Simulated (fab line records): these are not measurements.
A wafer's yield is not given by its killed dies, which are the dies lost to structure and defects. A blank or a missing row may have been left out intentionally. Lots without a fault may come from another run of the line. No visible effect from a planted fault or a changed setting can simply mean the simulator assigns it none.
Struck lot and sound lot, side by side | flow n5 finfet | 14 out of 1938 route steps
Sound: wafers L546.1, L546.4, L546.6. Struck: wafer L543.3 (left out: L543.4, a lot-mate that was not struck); the cause follows at the end.
At each step with rows: each side's tool, then ch and its chambers, then its first start. Under that, the readings that differ: sound wafers | struck wafers | difference of the means | sigmas: that difference in standard deviations of wafers without a fault.
alike: readings whose means differ by less than 2 such deviations, and words and numbers that are the same on both sides. not compared: withheld readings, readings that some wafer has no value for, bounds like >300 that may hide the same value, and numbers for which the record gives no deviation and whose values overlap.
The two part at a step that has a row with sigmas, a row that says differs or no value, or rows on one side only. When numbers do not overlap yet have no deviation, they are printed without sigmas and do not part them. A reading that every wafer of one side lacks parts them only if that side has two wafers or more.

first, 7 steps without rows for these wafers: N5_BEOL_M5_COAT_71 (time 60 s, resist thk 5 nm); N5_BEOL_M5_COAT_05 (resist thk 30 nm); N5_BEOL_M5_EBR_07; N5_BEOL_M5_SOFTBAKE_06 (time 60 s); N5_BEOL_M5_EXPOSE_08 (exposes mask M5, target cd 28 nm); N5_BEOL_M5_PEB_09 (peb time 60 s); N5_BEOL_M5_DEVELOP_10 (develop time 30 s).
N5_BEOL_M5_CD_MEAS_11: target cd 27.74 nm.
  sound on cd sem-01 ch 0, day 11 23:00; struck on cd sem-01 ch 0, day 11 05:30
  alike: cd nm
N5_BEOL_M5_OVL_MEAS_12:
  sound on overlay-01 ch 0, day 11 23:02; struck on overlay-01 ch 0, day 11 05:32
  alike: M5_OVL
N5_BEOL_M5_INSPECT_13: inspects for defects (brightfield).
  sound on defect inspect-01, day 11 23:05; struck on defect inspect-02, day 11 05:35
  alike: raw defect count
N5_BEOL_M5_DESCUM_16: chemistry O2, time 7 s.
  sound on rie diel-04 ch 1,2,3, day 11 23:08; struck on rie diel-05 ch 0, day 11 05:38
  alike: drypump motor current A, oes product au, rf vpp V, showerhead plenum p Torr, throttle valve pct
  not compared: rf hours counter h
N5_BEOL_M5_ETCH_72: etches underlayer in N2/H2, target depth 6.5 nm, time 5.2 s.
  sound on rie diel-04 ch 1,2,3, day 11 23:10; struck on rie diel-05 ch 0, day 11 05:41
  alike: drypump motor current A, etch rf on time s, oes product au, rf vpp V, showerhead plenum p Torr, throttle valve pct
  not compared: rf hours counter h
N5_BEOL_M5_ETCH_61: etches SiARC in CF4, target depth 15.6 nm, time 26 s.
  sound on rie diel-04 ch 1,2,3, day 11 23:11; struck on rie diel-05 ch 0, day 11 05:43
  reading               | sound          | struck | difference | sigmas
  etch rf on time s (s) | 25.2 26.2 25.7 | 37.5   | +11.8      | +24
  alike: cf4 flow sccm, drypump motor current A, oes product au, rf vpp V, showerhead plenum p Torr, throttle valve pct
  not compared: rf hours counter h
N5_BEOL_M5_ETCH_62: etches SOC in N2/H2, target depth 75 nm, overetch 15 nm, time 112.5 s.
  sound on rie diel-04 ch 1,2,3, day 11 23:13; struck on rie diel-05 ch 0, day 11 05:47
  alike: drypump motor current A, oes product au, rf vpp V, showerhead plenum p Torr, throttle valve pct
  not compared: rf hours counter h

== WHERE THEY PART ==
At N5_BEOL_M5_ETCH_61 and nowhere else, as far as this record goes. Later steps at which nothing parts them and some readings are alike: N5_BEOL_M5_ETCH_62.

WHY: whatever the simulator had introduced
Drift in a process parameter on rie diel-05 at N5_BEOL_M5_ETCH_61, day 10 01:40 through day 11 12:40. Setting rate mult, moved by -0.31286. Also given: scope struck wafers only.
